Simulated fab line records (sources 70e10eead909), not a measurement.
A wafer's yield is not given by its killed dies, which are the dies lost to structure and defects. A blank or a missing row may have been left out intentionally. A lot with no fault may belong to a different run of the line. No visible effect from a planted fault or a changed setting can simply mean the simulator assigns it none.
fab line records	flow nandHarc
record lots=24	wafers=72	lastDay=34
route steps=1302 shown P_M1@306 P_BONDPAD@352
lots with no fault: from the same line, run without faults
startH: hours from the record's first day to the start of the lot's first wafer shown	waitH: how many hours have passed since the lot's step before this one	" unchanged from the row above	L1.1+2: a single row standing in for several wafers	- either no value or no given start	* or withheld: withheld	< > ~ a bound
route shown NAME@n: a module of which the file shows steps, and the number in the route of the first	usual: the fault-free wafers' mean and standard deviation	same: alike in all rows	chamber/n: place in a boat	sites: the reading at each site	_std_site: standard deviation across them	_edge_site: inner sites' mean taken away from outer sites' mean	radiusMm: how far each site lies from the wafer's centre	mask NAME#n: copy n	behind: tool/chamber where the wafer was last shaped	hold: what put the lot on hold/how long, in hours/how the hold closed	device: whichever transistor did not switch (one of n, p or np)	end of line: tests run on the same wafers once the route is complete	a step without rows: its recipe alone	killed: the dies lost at the first sort to structure and to defects; this is not the yield of the wafer	map: the dies of a wafer, with x for killed, . for not killed, _ for no die there
set.NAME: the setting that was run; set.NAME@STEP: the one run at that earlier step	model.NAME: the simulator's own value behind a step, which no gauge read
steps of the route over a sample of lots; a table a step, a row a wafer
services: when a tool's chamber went out of use (startH, in hours from the record's first day, below 0 if earlier), for how many hours, and the reason
## steps
# step NHARC_P_M1_PRE_CLEAN_30
# recipe timeS=30	tempC=280	gas=H2/He
# usual heaterPowerW=408/24
lot.wafer	tool	chamber	startH	waitH	heaterPowerW
L074.4	pvdSputter-02	-	-	-	423
L074.2	"	-	"	"	400
L074.5	"	-	"	"	410
L075.2	pvdSputter-03	-	-	-	384
L075.4	"	-	"	"	391
L075.5	"	-	"	"	414
L076.1	pvdSputter-02	-	-	-	419
L076.2	"	-	"	"	383
L076.6	"	-	"	"	415
L077.1	pvdSputter-02	-	-	-	386
L077.4	"	-	"	"	421
L077.6	"	-	"	"	413
L078.1	pvdSputter-01	-	-	-	393
L078.3	"	-	"	"	419
L078.5	"	-	"	"	417
L079.4	pvdSputter-01	-	-	-	428
L079.6	"	-	"	"	409
L079.5	"	-	"	"	433
L080.4	pvdSputter-03	-	-	-	379
L080.2	"	-	"	"	392
L080.5	"	-	"	"	407
L081.4	pvdSputter-02	-	-	-	407
L081.2	"	-	"	"	386
L081.5	"	-	"	"	389
L082.4	pvdSputter-03	-	-	-	403
L082.3	"	-	"	"	455
L082.1	"	-	"	"	382
L083.2	pvdSputter-01	-	-	-	388
L083.3	"	-	"	"	421
L083.4	"	-	"	"	428
L084.3	pvdSputter-02	-	-	-	398
L084.4	"	-	"	"	420
L084.5	"	-	"	"	413
L085.2	pvdSputter-03	-	-	-	387
L085.1	"	-	"	"	411
L085.6	"	-	"	"	378
L086.3	pvdSputter-03	-	-	-	397
L086.6	"	-	"	"	397
L086.5	"	-	"	"	394
L087.2	pvdSputter-02	-	-	-	414
L087.4	"	-	"	"	416
L087.6	"	-	"	"	416
L088.4	pvdSputter-03	-	-	-	390
L088.3	"	-	"	"	394
L088.2	"	-	"	"	402
L089.4	pvdSputter-03	-	-	-	381
L089.3	"	-	"	"	394
L089.6	"	-	"	"	456
L090.4	pvdSputter-01	-	-	-	391
L090.5	"	-	"	"	431
L090.6	"	-	"	"	388
L091.1	pvdSputter-03	-	-	-	468
L091.3	"	-	"	"	393
L091.5	"	-	"	"	456
L092.1	pvdSputter-03	-	-	-	382
L092.4	"	-	"	"	407
L092.5	"	-	"	"	377
L093.4	pvdSputter-02	-	-	-	380
L093.2	"	-	"	"	411
L093.5	"	-	"	"	392
L094.2	pvdSputter-03	-	-	-	392
L094.4	"	-	"	"	446
L094.5	"	-	"	"	401
L095.4	pvdSputter-03	-	-	-	397
L095.6	"	-	"	"	398
L095.5	"	-	"	"	402
L096.2	pvdSputter-01	-	-	-	413
L096.4	"	-	"	"	399
L096.5	"	-	"	"	415
L097.1	pvdSputter-02	-	-	-	405
L097.2	"	-	"	"	371
L097.5	"	-	"	"	439
# step NHARC_P_M1_INSPECT_27
# usual rawDefectCount=315/160
lot.wafer	tool	chamber	startH	waitH	rawDefectCount
L074.2	defectInspect-01	-	128.33	0.0	230
L074.4	"	-	"	"	220
L074.5	"	-	"	"	174
L075.2	defectInspect-01	-	140.92	0.0	259
L075.4	"	-	"	"	246
L075.5	"	-	"	"	264
L076.1	defectInspect-02	-	149.24	0.0	309
L076.2	"	-	"	"	154
L076.6	"	-	"	"	148
L077.1	defectInspect-02	-	161.05	0.0	223
L077.4	"	-	"	"	204
L077.6	"	-	"	"	283
L078.1	defectInspect-02	-	161.76	0.0	204
L078.3	"	-	"	"	227
L078.5	"	-	"	"	246
L079.4	defectInspect-01	-	176.83	0.0	187
L079.5	"	-	"	"	192
L079.6	"	-	"	"	211
L080.2	defectInspect-01	-	191.39	0.0	195
L080.4	"	-	"	"	160
L080.5	"	-	"	"	386
L081.2	defectInspect-01	-	197.67	0.0	371
L081.4	"	-	"	"	238
L081.5	"	-	"	"	349
L082.1	defectInspect-01	-	210.41	0.0	192
L082.3	"	-	"	"	183
L082.4	"	-	"	"	156
L083.2	defectInspect-02	-	222.73	0.0	241
L083.3	"	-	"	"	348
L083.4	"	-	"	"	240
L084.3	defectInspect-02	-	230.99	0.0	434
L084.4	"	-	"	"	489
L084.5	"	-	"	"	245
L085.1	defectInspect-01	-	235.90	0.0	366
L085.2	"	-	"	"	563
L085.6	"	-	"	"	566
L086.3	defectInspect-01	-	250.08	0.0	184
L086.5	"	-	"	"	247
L086.6	"	-	"	"	343
L087.2	defectInspect-01	-	253.77	0.0	253
L087.4	"	-	"	"	214
L087.6	"	-	"	"	193
L088.2	defectInspect-02	-	269.06	0.0	1105
L088.3	"	-	"	"	937
L088.4	"	-	"	"	731
L089.3	defectInspect-01	-	276.02	0.0	421
L089.4	"	-	"	"	292
L089.6	"	-	"	"	273
L090.4	defectInspect-02	-	290.94	0.0	416
L090.5	"	-	"	"	231
L090.6	"	-	"	"	256
L091.1	defectInspect-02	-	302.39	0.0	245
L091.3	"	-	"	"	218
L091.5	"	-	"	"	242
L092.1	defectInspect-02	-	303.07	0.0	352
L092.4	"	-	"	"	314
L092.5	"	-	"	"	218
L093.2	defectInspect-01	-	317.37	0.0	294
L093.4	"	-	"	"	307
L093.5	"	-	"	"	273
L094.2	defectInspect-02	-	333.64	0.0	786
L094.4	"	-	"	"	449
L094.5	"	-	"	"	454
L095.4	defectInspect-02	-	336.51	0.0	142
L095.5	"	-	"	"	286
L095.6	"	-	"	"	136
L096.2	defectInspect-02	-	347.58	0.1	249
L096.4	"	-	"	"	181
L096.5	"	-	"	"	312
L097.1	defectInspect-02	-	359.69	0.0	519
L097.2	"	-	"	"	253
L097.5	"	-	"	"	228
# step NHARC_P_BONDPAD_CMP_32
# recipe targetThkNm=200	material=SiCN
# usual motorCurrentA=13.0/1.2	slurryFilterDpKPa=13.52/0.15
lot.wafer	tool	chamber	startH	waitH	motorCurrentA	slurryFilterDpKPa
L074.2	cmp-01	1	133.40	-	12.2	13.35
L074.4	"	0	"	"	13.1	13.43
L074.5	"	2	"	"	12.8	13.42
L075.4	cmp-02	1	146.08	-	13.8	13.20
L075.2	"	0	"	"	14.7	13.76
L075.5	"	1	"	"	14.3	13.60
L076.1	cmp-02	1	154.28	-	13.6	13.39
L076.2	"	2	"	"	12.3	13.59
L076.6	"	0	"	"	14.2	13.34
L077.1	cmp-03	1	166.27	-	13.2	13.71
L077.4	"	2	"	"	11.0	13.69
L077.6	"	1	"	"	13.4	13.55
L078.1	cmp-03	2	166.89	-	10.7	13.66
L078.3	"	0	"	"	12.3	13.72
L078.5	"	2	"	"	11.3	13.42
L079.4	cmp-01	2	181.99	-	12.3	13.37
L079.6	"	3	"	"	14.5	13.49
L079.5	"	0	"	"	12.9	13.39
L080.4	cmp-01	3	196.55	-	13.5	13.36
L080.2	"	0	"	"	13.0	13.54
L080.5	"	2	"	"	13.8	13.39
L081.4	cmp-03	0	202.68	-	12.2	13.34
L081.2	"	2	"	"	11.8	13.32
L081.5	"	1	"	"	13.6	13.32
L082.1	cmp-02	0	215.55	0.4	15.2	13.61
L082.4	"	1	"	"	14.0	13.74
L082.3	"	2	"	"	12.8	13.78
L083.4	cmp-02	0	228.32	-	15.9	13.67
L083.2	"	1	"	"	13.8	13.44
L083.3	"	3	"	"	13.0	13.22
L084.3	cmp-03	0	236.46	-	11.7	13.68
L084.4	"	1	"	"	13.0	13.60
L084.5	"	3	"	"	14.0	13.28
L085.1	cmp-02	3	241.07	-	11.9	13.47
L085.2	"	1	"	"	14.4	13.46
L085.6	"	2	"	"	12.9	13.47
L086.3	cmp-01	2	255.26	-	12.3	13.53
L086.6	"	1	"	"	11.5	13.67
L086.5	"	2	"	"	12.5	13.56
L087.4	cmp-01	2	259.20	-	12.7	13.27
L087.2	"	3	"	"	14.3	13.65
L087.6	"	2	"	"	13.2	13.51
L088.3	cmp-03	2	274.34	-	11.1	13.33
L088.4	"	0	"	"	10.8	13.52
L088.2	"	1	"	"	12.5	13.60
L089.4	cmp-02	0	281.14	-	15.0	13.78
L089.3	"	1	"	"	13.4	13.79
L089.6	"	0	"	"	14.2	13.51
L090.4	cmp-02	3	296.28	-	13.1	13.44
L090.5	"	1	"	"	14.0	13.61
L090.6	"	2	"	"	12.1	13.66
L091.1	cmp-02	2	307.48	-	12.8	13.43
L091.3	"	3	"	"	12.8	13.40
L091.5	"	2	"	"	12.2	13.66
L092.1	cmp-02	0	308.40	0.5	15.2	13.71
L092.4	"	1	"	"	13.6	13.29
L092.5	"	2	"	"	13.1	13.53
L093.2	cmp-03	0	322.41	-	11.6	13.60
L093.4	"	1	"	"	13.5	13.59
L093.5	"	2	"	"	10.9	13.84
L094.2	cmp-03	0	339.81	-	11.5	13.44
L094.4	"	2	"	"	10.6	13.55
L094.5	"	0	"	"	12.1	13.49
L095.4	cmp-02	0	341.53	-	14.4	13.56
L095.5	"	0	"	"	15.0	13.79
L095.6	"	1	"	"	13.7	13.21
L096.2	cmp-03	3	353.02	-	14.5	13.63
L096.4	"	0	"	"	11.5	13.57
L096.5	"	2	"	"	10.9	13.65
L097.1	cmp-03	0	364.85	-	11.7	13.70
L097.2	"	2	"	"	10.6	13.69
L097.5	"	0	"	"	12.0	13.16
# step NHARC_P_BONDPAD_THK_MEAS_20
# recipe thkMeasGauge=xrf
# usual thkNm=160.6/1.5
lot.wafer	tool	chamber	startH	waitH	thkNm
L074.2	filmMetro-02	-	136.94	-	160.3
L074.4	"	-	"	"	156.9
L074.5	"	-	"	"	162.0
L075.2	filmMetro-01	-	149.93	-	158.1
L075.4	"	-	"	"	159.3
L075.5	"	-	"	"	160.9
L076.1	filmMetro-02	-	157.67	-	161.6
L076.2	"	-	"	"	160.8
L076.6	"	-	"	"	160.2
L077.1	filmMetro-02	-	169.65	-	163.0
L077.4	"	-	"	"	162.1
L077.6	"	-	"	"	161.9
L078.1	filmMetro-01	-	170.26	-	162.0
L078.3	"	-	"	"	160.7
L078.5	"	-	"	"	161.4
L079.4	filmMetro-01	-	185.28	-	157.6
L079.5	"	-	"	"	161.3
L079.6	"	-	"	"	159.6
L080.2	filmMetro-01	-	199.89	-	162.1
L080.4	"	-	"	"	161.7
L080.5	"	-	"	"	161.1
L081.2	filmMetro-02	-	206.06	-	158.4
L081.4	"	-	"	"	160.8
L081.5	"	-	"	"	159.4
L082.1	filmMetro-02	-	218.90	-	161.0
L082.3	"	-	"	"	161.0
L082.4	"	-	"	"	163.3
L083.2	filmMetro-02	-	231.86	-	159.8
L083.3	"	-	"	"	161.7
L083.4	"	-	"	"	160.9
L084.3	filmMetro-02	-	239.81	-	161.1
L084.4	"	-	"	"	160.7
L084.5	"	-	"	"	162.5
L085.1	filmMetro-02	-	244.46	-	160.1
L085.2	"	-	"	"	161.4
L085.6	"	-	"	"	160.6
L086.3	filmMetro-02	-	258.49	-	159.2
L086.5	"	-	"	"	158.8
L086.6	"	-	"	"	159.0
L087.2	filmMetro-02	-	262.57	-	161.9
L087.4	"	-	"	"	161.2
L087.6	"	-	"	"	162.9
L088.2	filmMetro-02	-	277.77	-	162.0
L088.3	"	-	"	"	161.1
L088.4	"	-	"	"	163.0
L089.3	filmMetro-01	-	284.38	-	161.4
L089.4	"	-	"	"	160.5
L089.6	"	-	"	"	161.6
L090.4	filmMetro-02	-	299.61	-	160.5
L090.5	"	-	"	"	160.4
L090.6	"	-	"	"	160.2
L091.1	filmMetro-01	-	310.86	-	161.0
L091.3	"	-	"	"	163.0
L091.5	"	-	"	"	159.5
L092.1	filmMetro-01	-	311.74	-	161.3
L092.4	"	-	"	"	160.1
L092.5	"	-	"	"	163.0
L093.2	filmMetro-01	-	325.73	-	160.5
L093.4	"	-	"	"	162.8
L093.5	"	-	"	"	159.6
L094.2	filmMetro-02	-	344.43	-	162.1
L094.4	"	-	"	"	160.5
L094.5	"	-	"	"	161.0
L095.4	filmMetro-02	-	344.93	-	159.4
L095.5	"	-	"	"	155.9
L095.6	"	-	"	"	156.2
L096.2	filmMetro-01	-	356.25	-	159.1
L096.4	"	-	"	"	162.7
L096.5	"	-	"	"	158.6
L097.1	filmMetro-02	-	368.21	-	161.4
L097.2	"	-	"	"	162.6
L097.5	"	-	"	"	163.4
# step NHARC_P_BONDPAD_INSPECT_23
# usual rawDefectCount=336/140
lot.wafer	tool	chamber	startH	waitH	rawDefectCount
L074.2	defectInspect-01	-	137.14	0.0	238
L074.4	"	-	"	"	328
L074.5	"	-	"	"	303
L075.2	defectInspect-02	-	150.14	0.0	359
L075.4	"	-	"	"	389
L075.5	"	-	"	"	282
L076.1	defectInspect-01	-	157.91	0.0	352
L076.2	"	-	"	"	406
L076.6	"	-	"	"	433
L077.1	defectInspect-02	-	169.85	0.0	194
L077.4	"	-	"	"	210
L077.6	"	-	"	"	321
L078.1	defectInspect-01	-	170.49	0.0	180
L078.3	"	-	"	"	140
L078.5	"	-	"	"	184
L079.4	defectInspect-02	-	185.49	0.0	288
L079.5	"	-	"	"	225
L079.6	"	-	"	"	285
L080.2	defectInspect-02	-	200.12	0.0	352
L080.4	"	-	"	"	285
L080.5	"	-	"	"	390
L081.2	defectInspect-02	-	206.26	0.0	402
L081.4	"	-	"	"	382
L081.5	"	-	"	"	610
L082.1	defectInspect-02	-	219.10	0.0	333
L082.3	"	-	"	"	338
L082.4	"	-	"	"	593
L083.2	defectInspect-01	-	232.06	0.0	221
L083.3	"	-	"	"	347
L083.4	"	-	"	"	373
L084.3	defectInspect-02	-	240.01	0.0	385
L084.4	"	-	"	"	398
L084.5	"	-	"	"	124
L085.1	defectInspect-02	-	244.66	0.0	778
L085.2	"	-	"	"	792
L085.6	"	-	"	"	972
L086.3	defectInspect-01	-	258.69	0.0	232
L086.5	"	-	"	"	190
L086.6	"	-	"	"	236
L087.2	defectInspect-02	-	262.77	0.0	252
L087.4	"	-	"	"	190
L087.6	"	-	"	"	390
L088.2	defectInspect-01	-	277.97	0.0	394
L088.3	"	-	"	"	345
L088.4	"	-	"	"	379
L089.3	defectInspect-02	-	284.61	0.0	255
L089.4	"	-	"	"	340
L089.6	"	-	"	"	204
L090.4	defectInspect-02	-	299.84	0.0	202
L090.5	"	-	"	"	307
L090.6	"	-	"	"	374
L091.1	defectInspect-01	-	311.08	0.0	271
L091.3	"	-	"	"	290
L091.5	"	-	"	"	259
L092.1	defectInspect-01	-	312.07	0.0	277
L092.4	"	-	"	"	375
L092.5	"	-	"	"	273
L093.2	defectInspect-02	-	325.95	0.0	284
L093.4	"	-	"	"	284
L093.5	"	-	"	"	273
L094.2	defectInspect-02	-	344.63	0.0	182
L094.4	"	-	"	"	145
L094.5	"	-	"	"	192
L095.4	defectInspect-02	-	345.13	0.0	405
L095.5	"	-	"	"	251
L095.6	"	-	"	"	333
L096.2	defectInspect-02	-	356.48	0.0	388
L096.4	"	-	"	"	313
L096.5	"	-	"	"	297
L097.1	defectInspect-01	-	368.41	0.0	321
L097.2	"	-	"	"	325
L097.5	"	-	"	"	358
# step NHARC_P_BONDPAD_ACTIVATE_29
# recipe timeS=60	n2FlowSccm=200	arFlowSccm=0	biasPowerW=0	chemistry=N2
# usual drypumpMotorCurrentA=5.6/0.45	oesProductAu=1.000/0.011	rfVppV=64.0/0.88	showerheadPlenumPTorr=1.75/0.068
lot.wafer	tool	chamber	startH	waitH	drypumpMotorCurrentA	oesProductAu	rfHoursCounterH	rfVppV	showerheadPlenumPTorr
L074.2	rieDiel-10	0	137.20	0.1	6.0	1.016	4.6	64.4	1.87
L074.4	"	2	"	"	5.4	0.996	3.5	62.9	1.75
L074.5	"	0	"	"	6.0	1.015	-	64.8	1.87
L075.2	rieDiel-06	1	150.20	0.1	5.7	0.985	0.2	65.1	1.69
L075.4	"	2	"	"	5.5	1.005	0.2	64.5	1.69
L075.5	"	2	"	"	5.5	1.006	-	64.4	1.69
L076.1	rieDiel-06	2	157.98	0.1	5.5	1.007	0.7	64.9	1.69
L076.2	"	3	"	"	6.1	0.990	0.5	64.6	1.74
L076.6	"	2	"	"	5.5	1.005	-	61.3	1.69
L077.1	rieDiel-11	0	169.91	0.1	5.4	1.014	1.9	62.7	1.71
L077.4	"	2	"	"	5.0	1.016	2.3	64.4	1.76
L077.6	"	1	"	"	6.4	1.025	-	65.3	1.88
L078.3	rieDiel-10	1	170.55	0.1	5.5	1.007	6.8	64.7	1.86
L078.1	"	3	"	"	5.6	1.011	7.2	63.7	1.67
L078.5	"	2	"	"	5.4	0.993	-	65.2	1.75
L079.4	rieDiel-06	3	185.56	0.1	6.1	0.989	2.8	62.9	1.74
L079.5	"	2	"	"	5.5	1.012	-	63.5	1.69
L079.6	"	3	"	"	6.1	0.999	-	64.0	1.74
L080.2	rieDiel-11	0	200.20	0.1	5.4	1.018	2.3	63.1	1.71
L080.4	"	1	"	"	6.4	1.007	2.5	63.1	1.88
L080.5	"	3	"	"	6.0	0.999	-	64.7	1.71
L081.2	rieDiel-06	2	206.33	0.1	5.5	0.997	4.1	64.6	1.69
L081.4	"	0	"	"	4.7	0.994	4.4	64.0	1.71
L081.5	"	2	"	"	5.5	1.011	-	62.4	1.69
L082.4	rieDiel-06	2	219.16	0.1	5.5	1.009	5.0	62.8	1.69
L082.3	"	3	"	"	6.2	0.991	5.3	62.0	1.74
L082.1	"	0	"	"	4.7	0.976	5.0	63.8	1.71
L083.4	rieDiel-11	3	232.14	0.1	6.0	1.005	3.0	62.7	1.71
L083.3	"	0	"	"	5.4	1.022	3.1	63.6	1.71
L083.2	"	1	"	"	6.4	1.002	3.3	64.4	1.88
L084.3	rieDiel-06	3	240.08	0.1	6.1	0.990	6.2	64.2	1.74
L084.4	"	0	"	"	4.7	0.999	5.8	63.9	1.71
L084.5	"	2	"	"	5.5	1.008	-	64.3	1.69
L085.1	rieDiel-06	2	244.75	0.1	5.5	1.001	6.0	65.1	1.69
L085.2	"	3	"	"	6.2	0.984	6.3	63.9	1.74
L085.6	"	1	"	"	5.7	0.996	-	63.4	1.69
L086.3	rieDiel-10	0	258.78	0.1	6.0	1.003	0.9	64.8	1.87
L086.6	"	2	"	"	5.4	0.991	-	64.9	1.75
L086.5	"	3	"	"	5.6	1.001	-	64.1	1.67
L087.4	rieDiel-06	3	262.83	0.1	6.1	0.983	7.1	63.7	1.74
L087.2	"	2	"	"	5.5	1.010	7.0	64.8	1.69
L087.6	"	3	"	"	6.2	0.990	-	63.9	1.74
L088.2	rieDiel-10	0	278.03	0.1	6.0	1.005	2.2	63.9	1.87
L088.3	"	2	"	"	5.4	0.988	2.0	64.7	1.75
L088.4	"	3	"	"	5.6	1.010	2.4	63.6	1.67
L089.4	rieDiel-06	1	284.69	0.1	5.7	1.017	7.4	63.3	1.69
L089.3	"	2	"	"	5.5	1.011	7.7	64.0	1.69
L089.6	"	0	"	"	4.7	1.001	-	64.2	1.71
L090.4	rieDiel-11	3	299.91	0.1	6.0	1.001	0.8	62.3	1.71
L090.6	"	2	"	"	5.1	0.991	-	63.7	1.76
L090.5	"	3	"	"	6.0	1.002	-	62.6	1.71
L091.3	rieDiel-10	3	311.17	0.1	5.6	1.002	4.6	64.6	1.67
L091.1	"	0	"	"	6.0	0.998	3.8	64.5	1.87
L091.5	"	2	"	"	5.4	0.990	-	63.8	1.75
L092.4	rieDiel-11	1	312.14	0.1	6.4	1.000	1.4	65.5	1.87
L092.1	"	2	"	"	5.1	1.001	1.3	64.9	1.75
L092.5	"	0	"	"	5.4	0.999	-	64.2	1.71
L093.2	rieDiel-10	3	326.02	0.1	5.6	1.014	5.2	64.9	1.67
L093.4	"	1	"	"	5.4	1.016	4.3	64.9	1.86
L093.5	"	3	"	"	5.6	1.007	-	63.4	1.67
L094.2	rieDiel-06	3	344.70	0.1	6.2	1.005	2.0	63.8	1.74
L094.4	"	1	"	"	5.7	0.988	2.0	63.8	1.68
L094.5	"	3	"	"	6.1	0.994	-	62.3	1.74
L095.4	rieDiel-11	0	345.22	0.1	5.5	0.996	2.0	63.9	1.70
L095.6	"	2	"	"	5.1	1.012	-	64.3	1.76
L095.5	"	3	"	"	6.0	0.986	-	64.1	1.71
L096.2	rieDiel-11	1	356.55	0.1	6.4	0.994	2.1	65.0	1.87
L096.4	"	3	"	"	6.0	0.991	1.9	63.4	1.71
L096.5	"	1	"	"	6.4	0.989	-	64.8	1.87
L097.1	rieDiel-10	1	368.50	0.1	5.5	1.009	7.5	64.5	1.86
L097.2	"	2	"	"	5.4	0.988	7.1	64.9	1.75
L097.5	"	0	"	"	6.0	1.005	-	64.5	1.87
## services
tool	chamber	startH	hours	kind
rieDiel-06	3	103.68	9.7	repair
pvdSputter-02	-	104.00	10.0	pm
pvdSputter-03	-	122.46	5.8	repair
rieDiel-06	-	130.20	9.0	pm
cmp-03	-	134.07	2.7	repair
cmp-02	-	136.38	4.0	pm
cmp-03	-	162.00	4.0	pm
pvdSputter-03	-	170.03	10.0	pm
cmp-03	-	181.76	0.2	repair
pvdSputter-02	-	201.16	1.2	repair
cmp-03	-	206.09	0.5	repair
cmp-02	-	223.34	3.5	repair
cmp-03	-	232.92	0.7	repair
cmp-02	-	234.38	4.0	pm
rieDiel-06	2	242.02	2.1	repair
pvdSputter-02	-	248.49	2.7	repair
cmp-03	-	260.00	4.0	pm
rieDiel-06	1	270.61	8.8	repair
cmp-02	-	310.53	0.8	repair
cmp-03	-	310.93	6.4	repair
cmp-03	-	324.82	0.7	repair
cmp-02	-	332.38	4.0	pm
pvdSputter-03	-	348.03	10.0	pm
cmp-03	-	358.00	4.0	pm
## key
fault none
